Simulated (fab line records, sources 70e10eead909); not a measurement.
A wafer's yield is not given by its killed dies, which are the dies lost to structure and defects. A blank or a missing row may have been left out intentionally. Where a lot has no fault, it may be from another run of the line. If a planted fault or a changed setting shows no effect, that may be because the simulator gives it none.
The tool behind it: which one? ; flow nand-harc ; 12 lots (36 wafers sampled), 1 step of a 1159-step route

== WHAT EACH GAUGE READ, for each wafer ==
NHARC_A_CONTACT_INSPECT_71.
lot;measured;on;raw-defect-count
L075;day 17 03:23;defect-inspect-01;19 43 27
L079;day 17 05:21;defect-inspect-02;8 15 15
L076;day 17 11:50;defect-inspect-02;21 24 22
L084;day 18 19:16;defect-inspect-01;17 16 13
L081;day 19 07:00;defect-inspect-02;48 35 46
L086;day 19 18:26;defect-inspect-02;19 12 10
L087;day 19 23:38;defect-inspect-02;14 11 14
L088;day 20 05:32;defect-inspect-01;39 23 23
L091;day 20 13:40;defect-inspect-01;18 16 17
L094;day 21 17:47;defect-inspect-01;41 36 36
L096;day 22 06:01;defect-inspect-01;42 28 41
L097;day 23 00:58;defect-inspect-02;42 23 30

== WHICH TOOL RAN EACH LOT (tool, then ch and the chambers of the sampled wafers, then the start) ==
There is no process step in the record ahead of these readings.

== THE ANSWER, worked out from the rows above alone ==
Rule: usual is defined by the lots themselves. The widest of any qualifying gaps counts: lots, ordered by their means at a reading, are off when they make up no more than a third of the lots, leave a main group of 4 or more, and stand apart from it by 3 or more times the standard deviation of that group's means. A main group whose means are all the same, to the digits that the tables above print for the reading, isn't used. Also off: a lot with no number at a reading for which 4 or more lots have one. The other lots that the step has rows for count as sound.
No lot is off on any of the readings shown, so nothing can be concluded from this.

== WHAT THE SIMULATOR HAD PUT IN ==
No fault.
